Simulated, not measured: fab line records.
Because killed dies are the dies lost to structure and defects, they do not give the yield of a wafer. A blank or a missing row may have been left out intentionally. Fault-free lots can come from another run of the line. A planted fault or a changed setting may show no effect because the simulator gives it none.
fab line records	flow n5_finfet
[record] lots = 6	wafers = 18	last_day = 17
route steps=1938 shown BEOL_M14@1767 BEOL_M15@1773 PASSIVATION@1936
lots with no fault: from the same line, run without faults
start_h: the number of hours between the record's first day and the start of the first shown wafer of the lot	wait_h: hours elapsed since this lot's preceding step	" the same as in the row above	L1.1+2: a row that stands for several wafers	- no value, or no start given	* or withheld: withheld	< > ~ a bound
route shown NAME@n: a module of which the file shows steps, and the number in the route of the first	usual: average and standard deviation across the fault-free wafers	same: alike in all rows	chamber/n: place in a boat	sites: readings site by site	_std_site: the values' standard deviation	_edge_site: the outer-site mean with the inner-site mean subtracted	radius_mm: how far each site lies from the wafer's centre	mask NAME#n: copy n	behind: tool/chamber where the wafer was last shaped	hold: why the lot went on hold/how many hours it stayed there/how the hold came to an end	device: the n, p or np transistor that did not switch	end of line: the route-end tests of the same wafers	a step given without rows: its recipe and nothing more	killed: dies lost to structure and defects at the first sort, not the wafer's yield	map: per-die view of a wafer (x killed, . not killed, _ where there is no die)
set.NAME: the setting the step ran with; set.NAME@STEP: the setting that earlier step ran with	model.NAME: the simulator's own value behind a step, which no gauge read
lots seen at some steps along the route; tables by step, rows by wafer
services: a tool's chamber out of use, with start hour (start_h, from the record's first day; less than 0 if before it), hours out, and reason
[[steps]]
[step N5_BEOL_M14_CMP_49]
[recipe] stop_on = SiO2	t_overpolish_s = 5.2	down_force_psi = 2	platen_rpm = 80	clearing_platen_down_force_psi = 2	clearing_platen_rpm = 80	post_cmp_clean = cu_alkaline	target_thk_nm = 560	clearing_platen_pad_velocity_m_s = 1.5917	pad_velocity_m_s = 1.5917
[usual] barrier_field_endpoint_s = 11.38/0.29	motor_current_A = 8.3/1.2	overpolish_run_s = 5.201/0.0091	platen_rpm = 80.00/0.053	time_to_endpoint_s = 121/5.2
[same] t_overpolish_s = 5.2
lot.wafer	tool	chamber	start_h	wait_h	barrier_field_endpoint_s	motor_current_A	overpolish_run_s	platen_rpm	time_to_endpoint_s
L947.3	cmp-04	1	263.12	0.2	11.14	9.7	5.203	80.06	118
L947.4	"	2	"	"	11.72	7.8	5.211	80.05	124
L947.6	"	2	"	"	11.41	7.4	5.206	80.00	122
L950.3	cmp-03	1	281.61	0.3	10.93	11.1	5.198	79.99	115
L950.6	"	3	"	"	10.74	7.5	5.216	79.99	110
L950.5	"	0	"	"	11.88	6.6	5.206	80.04	124
L956.2	cmp-01	1	307.34	0.2	11.41	7.2	5.196	80.00	122
L956.3	"	3	"	"	11.04	7.2	5.201	79.99	114
L956.6	"	1	"	"	11.45	7.4	5.200	80.06	124
L958.4	cmp-03	2	340.67	0.1	11.11	8.1	5.196	79.95	119
L958.2	"	3	"	"	11.12	7.2	5.200	79.95	117
L958.5	"	3	"	"	11.05	7.4	5.190	80.06	114
L964.3	cmp-01	0	368.07	0.2	11.70	9.2	5.215	79.92	126
L964.1	"	1	"	"	11.70	6.9	5.205	80.02	125
L964.5	"	3	"	"	10.93	7.1	5.209	80.05	117
L967.1	cmp-04	2	389.53	0.3	11.43	8.0	5.204	79.93	126
L967.5	"	1	"	"	11.57	9.4	5.199	80.00	124
L967.6	"	2	"	"	11.56	7.8	5.184	79.97	126
[step N5_BEOL_M14_THK_MEAS_50]
[recipe] thk_meas_gauge = xrf	reads = Cu_of_BEOL_M14_ECD_47
[usual] M14_THK = 569/20
lot.wafer	tool	chamber	start_h	wait_h	M14_THK[nm]
L947.3	film_metro-01	-	263.41	-	556
L947.4	"	-	"	"	573
L947.6	"	-	"	"	606
L950.3	film_metro-02	-	281.83	-	571
L950.5	"	-	"	"	555
L950.6	"	-	"	"	571
L956.2	film_metro-02	-	307.63	-	549
L956.3	"	-	"	"	583
L956.6	"	-	"	"	551
L958.2	film_metro-01	-	340.97	-	579
L958.4	"	-	"	"	541
L958.5	"	-	"	"	533
L964.1	film_metro-01	-	368.29	-	562
L964.3	"	-	"	"	569
L964.5	"	-	"	"	556
L967.1	film_metro-01	-	389.79	-	576
L967.5	"	-	"	"	579
L967.6	"	-	"	"	604
[step N5_BEOL_M14_PRE_CLEAN_52]
[recipe] gas = NH3	time_s = 15	temp_c = withheld	rf_power_w = 300
[step N5_BEOL_M14_DEP_53]
[recipe] material = SiCN	target_thk_a = 500	temp_c = withheld	precursor = 3MS/NH3	pressure_torr = 3	rf_w = 675	time_s = 17.8
[usual] showerhead_plenum_p_Torr = 4.164/0.021	throttle_valve_pct = 18.6/1
lot.wafer	tool	chamber	start_h	wait_h	showerhead_plenum_p_Torr	throttle_valve_pct
L947.3	pecvd-04	0	263.47	0.0	4.153	18.8
L947.4	"	0	"	"	4.162	19.0
L947.6	"	2	"	"	4.128	17.6
L950.3	pecvd-04	2	281.89	0.0	4.125	17.7
L950.5	"	0	"	"	4.161	18.9
L950.6	"	2	"	"	4.128	17.9
L956.2	pecvd-03	0	307.69	0.0	4.171	18.3
L956.3	"	1	"	"	4.161	19.0
L956.6	"	0	"	"	4.165	18.6
L958.2	pecvd-01	2	341.03	0.0	4.151	18.1
L958.4	"	0	"	"	4.114	18.2
L958.5	"	2	"	"	4.154	18.0
L964.1	pecvd-01	1	368.35	0.0	4.200	21.3
L964.3	"	0	"	"	4.137	18.0
L964.5	"	1	"	"	4.207	20.9
L967.1	pecvd-03	1	389.85	0.0	4.160	18.9
L967.5	"	0	"	"	4.174	18.2
L967.6	"	2	"	"	4.173	17.5
[step N5_BEOL_M14_RS_MEAS_54]
[recipe] thk_meas_gauge = four-point-probe	reads = Cu_of_BEOL_M14_ECD_47+Ta_of_BEOL_M14_SPUTTER_44+TaN_of_BEOL_M14_SPUTTER_43
[usual] M14_RS = 0.0330/0.0011
lot.wafer	tool	chamber	start_h	wait_h	M14_RS[ohm/sq]
L947.3	film_metro-02	-	263.54	0.1	0.0338
L947.4	"	-	"	"	0.0326
L947.6	"	-	"	"	0.0309
L950.3	film_metro-02	-	281.96	0.1	0.0329
L950.5	"	-	"	"	0.0339
L950.6	"	-	"	"	0.0332
L956.2	film_metro-01	-	307.76	0.1	0.0344
L956.3	"	-	"	"	0.0324
L956.6	"	-	"	"	0.0341
L958.2	film_metro-02	-	341.10	0.1	0.0324
L958.4	"	-	"	"	0.0347
L958.5	"	-	"	"	0.0352
L964.1	film_metro-02	-	368.41	0.0	0.0332
L964.3	"	-	"	"	0.0328
L964.5	"	-	"	"	0.0335
L967.1	film_metro-01	-	389.92	0.0	0.0327
L967.5	"	-	"	"	0.0326
L967.6	"	-	"	"	0.0312
[step N5_BEOL_M14_INSPECT_55]
[recipe] inspect_instrument = darkfield	mode = post_dep
[usual] raw_defect_count = 64/25
lot.wafer	tool	chamber	start_h	wait_h	raw_defect_count
L947.3	defect_inspect-01	-	263.57	0.0	65
L947.4	"	-	"	"	85
L947.6	"	-	"	"	51
L950.3	defect_inspect-01	-	281.99	0.0	45
L950.5	"	-	"	"	35
L950.6	"	-	"	"	43
L956.2	defect_inspect-02	-	307.79	0.0	36
L956.3	"	-	"	"	62
L956.6	"	-	"	"	31
L958.2	defect_inspect-02	-	341.12	0.0	63
L958.4	"	-	"	"	39
L958.5	"	-	"	"	51
L964.1	defect_inspect-02	-	368.44	0.0	126
L964.3	"	-	"	"	103
L964.5	"	-	"	"	79
L967.1	defect_inspect-02	-	389.94	0.0	57
L967.5	"	-	"	"	75
L967.6	"	-	"	"	37
[step N5_BEOL_M15_ILD_DEP_00]
[recipe] material = SiO2	target_thk_a = 16293	temp_c = 400	precursor = TEOS/O2	pressure_torr = 6.5	rf_w = 900	teos_flow_sccm = 161.4	gas = O2	flow_sccm = 2650	time_s = 346.1
[usual] heater_power_outer_w = 298/75	heater_power_w = 549/110	showerhead_plenum_p_Torr = 8.34/0.036	throttle_valve_pct = 19.4/1.1
lot.wafer	tool	chamber	start_h	wait_h	heater_power_outer_w	heater_power_w	showerhead_plenum_p_Torr	throttle_valve_pct
L947.3	pecvd-02	2	263.60	0.0	357	664	8.33	18.5
L947.4	"	2	"	"	415	744	8.32	18.3
L947.6	"	0	"	"	360	660	8.33	20.2
L950.3	pecvd-01	1	282.02	0.0	410	679	8.40	21.7
L950.5	"	0	"	"	193	402	8.31	18.3
L950.6	"	2	"	"	300	508	8.33	18.6
L956.2	pecvd-04	2	307.82	0.0	276	499	8.29	18.4
L956.3	"	0	"	"	201	463	8.35	19.5
L956.6	"	1	"	"	250	471	8.33	20.8
L958.2	pecvd-01	2	341.16	0.0	314	510	8.34	18.7
L958.4	"	1	"	"	421	660	8.39	21.8
L958.5	"	2	"	"	219	390	8.34	18.4
L964.1	pecvd-02	2	368.48	0.0	313	644	8.30	18.3
L964.3	"	1	"	"	342	604	8.34	19.2
L964.5	"	2	"	"	396	709	8.31	18.2
L967.1	pecvd-04	0	390.36	0.4	177	415	8.36	19.7
L967.5	"	2	"	"	199	394	8.29	18.7
L967.6	"	0	"	"	136	375	8.35	19.4
[step N5_BEOL_M15_THK_MEAS_01]
[recipe] reads = SiO2_of_BEOL_M15_ILD_DEP_00
[usual] M15_ILD_THK = 1635/24
lot.wafer	tool	chamber	start_h	wait_h	M15_ILD_THK[nm]
L947.3	film_metro-01	-	263.87	0.2	1591
L947.4	"	-	"	"	1611
L947.6	"	-	"	"	1637
L950.3	film_metro-02	-	282.28	0.1	1610
L950.5	"	-	"	"	1641
L950.6	"	-	"	"	1635
L956.2	film_metro-02	-	308.07	0.1	1604
L956.3	"	-	"	"	1631
L956.6	"	-	"	"	1647
L958.2	film_metro-01	-	341.41	0.1	1623
L958.4	"	-	"	"	1663
L958.5	"	-	"	"	1665
L964.1	film_metro-01	-	368.73	0.1	1618
L964.3	"	-	"	"	1664
L964.5	"	-	"	"	1642
L967.1	film_metro-02	-	390.71	0.2	1639
L967.5	"	-	"	"	1656
L967.6	"	-	"	"	1662
[step N5_BEOL_M15_COAT_58]
[recipe] resist = BARC	temp_c = 205	time_s = 60	spin_rpm = 1500	resist_thk_nm = 89
[step N5_BEOL_M15_COAT_04]
[recipe] spin_rpm = 1704	resist_thk_nm = 800
[step N5_BEOL_M15_EBR_06]
[recipe] solvent = PGMEA	ebr_width_mm = 1.5
[step N5_BEOL_M15_SOFTBAKE_05]
[recipe] temp_c = 130	time_s = 60
[step N5_BEOL_M15_EXPOSE_07]
[recipe] mask_id = V14	na = 0.8	source_shape = annular	sigma_inner = 0.5	sigma_outer = 0.8	polarization = unpolarized	attpsm_phase_deg = 180	dose_mj = 41.25
[usual] exposure_dose_mJ_cm2 = 41.24/0.043	stage_vel_mm_s = 500.03/0.29
lot.wafer	tool	chamber	start_h	wait_h	mask	exposure_dose_mJ_cm2	stage_vel_mm_s
L947.3	krf_scanner-02	0	264.01	-	V14#0	41.26	500.18
L947.4	"	0	"	"	V14#0	41.25	499.84
L947.6	"	0	"	"	V14#0	41.29	500.07
L950.3	krf_scanner-01	0	282.54	-	V14#0	41.26	499.52
L950.5	"	0	"	"	V14#0	41.27	499.85
L950.6	"	0	"	"	V14#0	41.26	499.55
L956.2	krf_scanner-02	0	308.34	-	V14#0	39.93	499.63
L956.3	"	0	"	"	V14#0	39.95	499.98
L956.6	"	0	"	"	V14#0	39.92	499.96
L958.2	krf_scanner-02	0	341.67	-	V14#0	40.22	499.83
L958.4	"	0	"	"	V14#0	40.16	500.00
L958.5	"	0	"	"	V14#0	40.21	499.91
L964.1	krf_scanner-01	0	368.86	-	V14#0	41.30	500.52
L964.3	"	0	"	"	V14#0	41.25	500.49
L964.5	"	0	"	"	V14#0	41.22	500.48
L967.1	krf_scanner-01	0	390.85	-	V14#0	41.29	500.72
L967.5	"	0	"	"	V14#0	41.25	500.24
L967.6	"	0	"	"	V14#0	41.21	500.35
[step N5_BEOL_M15_PEB_08]
[recipe] peb_temp_c = 130	peb_time_s = 90
[step N5_PASSIVATION_PROBE_49]
[usual] defect_limited_yield = 91.4/1.6	killed_at_M0_to_M3 = 31/11	killed_at_M4_up = 14/5.7	killed_at_contacts = 12/6	killed_at_front_end = 41/13	killed_at_other = 3.3/2.8	killed_dies = 101/19	killed_open = 67/14	killed_short = 33/8.2	sort_bin_5_function = 5.0/1.1	sort_bin_6_memory = 3.3/0.74	sort_n_pass = 1078/20	sort_yield_pct = 91.3/1.7
[same] gross_dies = 1180	killed_at_back_side = 0	sort_bin_4_leakage[%] = 0	sort_bin_8_speed[%] = 0
lot.wafer	tool	chamber	start_h	wait_h	defect_limited_yield[%]	killed_at_M0_to_M3	killed_at_M4_up	killed_at_contacts	killed_at_front_end	killed_at_other	killed_dies	killed_open	killed_short	sort_bin_5_function[%]	sort_bin_6_memory[%]	sort_n_pass	sort_yield_pct[%]
L947.3	prober-02	-	285.09	0.1	91.4	32	15	6	48	1	102	57	44	5.2	3.3	1078	91.4
L947.4	prober-02	-	285.14	0.2	94.3	23	10	8	24	2	67	48	18	4.0	1.6	1113	94.3
L947.6	prober-02	-	285.24	0.3	91.8	36	22	10	25	4	97	56	36	4.2	3.5	1083	91.8
L956.2	prober-02	-	334.46	0.1	91.0	39	8	2	57	0	106	71	35	5.3	3.5	1074	91.0
L956.3	prober-02	-	334.51	0.1	90.8	37	14	11	46	1	109	76	33	5.5	3.5	1071	90.8
L956.6	prober-02	-	334.66	0.3	90.5	40	7	4	61	0	112	66	44	5.3	3.9	1068	90.5
// killed by level:class
L947.3 BEOL_M0_SAQP:geometric_particle:short=9 FIN_SAQP:geometric_particle:short=8 GATE_CUT:geometric_particle:open=8 BEOL_M0_SAQP:geometric_particle:open=7 BEOL_M2:geometric_particle:open=7 FIN_SAQP:geometric_particle:open=6 BEOL_M4:geometric_particle:open=6 BEOL_M4:geometric_particle:short=5
L947.4 BEOL_M2:geometric_particle:open=8 MOL_CONTACT_COAG:geometric_particle:open=7 BEOL_M4:geometric_particle:open=6 STARTING-WAFER:geometric_particle:open=6 BEOL_M0_SAQP:geometric_particle:open=5 BEOL_M0_SAQP:geometric_particle:short=5 FIN_SAQP:geometric_particle:open=3 GATE_CUT:geometric_particle:short=3
L947.6 BEOL_M4:geometric_particle:open=13 BEOL_M0_SAQP:geometric_particle:short=11 BEOL_M3:geometric_particle:open=8 MOL_CONTACT_COAG:geometric_particle:open=7 BEOL_M0_SAQP:geometric_particle:open=7 BEOL_M2:geometric_particle:open=5 BEOL_M4:geometric_particle:short=5 FIN_SAQP:geometric_particle:open=3
L956.2 BEOL_M1:geometric_particle:open=12 GATE_CUT:geometric_particle:open=11 GATE_CUT:geometric_particle:short=10 BEOL_M0_SAQP:geometric_particle:open=8 FIN_SAQP:geometric_particle:short=7 STI_FIN_REVEAL:geometric_particle:open=7 BEOL_M0_SAQP:geometric_particle:short=7 FIN_SAQP:geometric_particle:open=5
L956.3 BEOL_M0_SAQP:geometric_particle:short=11 STI_FIN_REVEAL:geometric_particle:open=9 FIN_SAQP:geometric_particle:short=8 MOL_CONTACT_COAG:geometric_particle:open=8 BEOL_M1:geometric_particle:open=8 FIN_SAQP:geometric_particle:open=7 BEOL_M3:geometric_particle:open=6 DUMMY_GATE:geometric_particle:open=5
L956.6 STI_FIN_REVEAL:geometric_particle:open=15 BEOL_M1:geometric_particle:open=10 GATE_CUT:geometric_particle:short=9 BEOL_M0_SAQP:geometric_particle:open=9 BEOL_M0_SAQP:geometric_particle:short=9 FIN_SAQP:geometric_particle:open=8 FIN_SAQP:geometric_particle:short=6 GATE_CUT:geometric_particle:open=5
[[services]]
tool	chamber	start_h	hours	kind
pecvd-02	-	245.19	5.5	pm
cmp-01	-	259.28	1.8	repair
krf_scanner-01	-	283.01	0.5	repair
krf_scanner-01	-	287.91	1.1	repair
pecvd-02	2	292.67	13.2	repair
cmp-04	-	294.47	5.7	pm
pecvd-01	0	296.42	5.3	repair
cmp-03	-	297.03	4.0	pm
krf_scanner-01	-	298.84	0.8	pm
krf_scanner-02	-	319.52	1.0	pm
krf_scanner-02	-	326.89	2.3	repair
cmp-03	-	328.25	0.4	repair
cmp-04	-	329.56	1.9	repair
pecvd-04	-	335.80	28.1	pm
krf_scanner-01	-	337.61	4.4	pm
pecvd-02	2	344.81	3.0	repair
krf_scanner-02	-	353.37	0.8	pm
krf_scanner-02	-	358.37	1.3	pm
cmp-04	-	358.55	0.7	repair
cmp-03	-	367.11	5.4	pm
pecvd-03	-	370.38	2.2	repair
krf_scanner-01	-	371.46	1.3	pm
krf_scanner-01	-	385.08	3.6	pm
pecvd-01	-	387.21	13.6	repair
[[key]]
[first_sign] step = N5_BEOL_M15_EXPOSE_07	reading = exposure_dose_mJ_cm2	direction = down	sigmas = 27	usual = 41.24	struck = 40.07
effect none on later readings
met_at N5_BEOL_M15_EXPOSE_07
struck_wafers L956.2,L956.3,L956.6,L958.2,L958.4,L958.5
[loop_trim] step = N5_BEOL_M15_EXPOSE_07	setting = dose	lots = L958
onset_between 264.01 308.34
[fault] kind = process_parameter_drift	tool = krf_scanner-02	chamber = -	onset_h = 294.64	steps = N5_BEOL_M15_EXPOSE_07	channel = dose_mj	offset = -1.2886	shape = step	acts_in = these_recipes_only	stated = 41.25
// loop_trim: a control loop set the setting to another value than it would have without faults
